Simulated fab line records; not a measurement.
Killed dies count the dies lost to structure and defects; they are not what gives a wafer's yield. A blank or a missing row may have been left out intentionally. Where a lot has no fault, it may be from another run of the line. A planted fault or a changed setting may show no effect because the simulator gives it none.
Chamber matching -- flow n5_finfet -- N5_BEOL_M3_PECVD_72 on pecvd-01 has 3 sister chambers
The step deposits SiO2 from TEOS/O2, target thk 16 nm, time 18 s. 6 wafers are shown with their chamber, then 9 later ones without.

## WAFERS PAIRED WITH THEIR CHAMBERS
wafer,chamber,showerhead_plenum_p_Torr (Torr),heater_power_outer_w (W)
L083.2,2,8.85,454
L084.1,0,8.74,493
L084.6,0,8.72,483
L093.1,1,8.89,340
L093.2,2,8.84,549
L093.3,1,8.90,335

## WAFERS WITH NO CHAMBER GIVEN
wafer,showerhead_plenum_p_Torr (Torr),heater_power_outer_w (W)
L093.4,8.80,534
L093.5,8.89,335
L093.6,8.83,544
L095.2,8.90,261
L095.4,8.85,429
L095.5,8.74,430
L096.1,8.71,399
L096.2,8.91,334
L096.4,8.83,498

## CHAMBER TAKEN BY EACH
wafer,from the rows above,in truth
L093.4,2,2
L093.5,1,1
L093.6,2,2
L095.2,1,1
L095.4,2,2
L095.5,0,0
L096.1,0,0
L096.2,1,1
L096.4,2,2
Correct placement for 9 of the 9. From these rows, 0 cannot be placed. Placed wrongly: 0.
How it was worked out, from the rows above alone: a wafer's distance from a chamber is the root of the sum, over the readings, of the square of ((its reading less the chamber's mean) divided by the reading's scatter). If the next closest chamber is less than 2 further off than the closest, the wafer can't be placed; otherwise it belongs to the closest. Each chamber's mean is taken over the wafers shown for it. How the scatter is found: for the shown wafers, subtract from each reading the mean of its chamber, square and add these, divide the total by (wafers less chambers), then take the root.
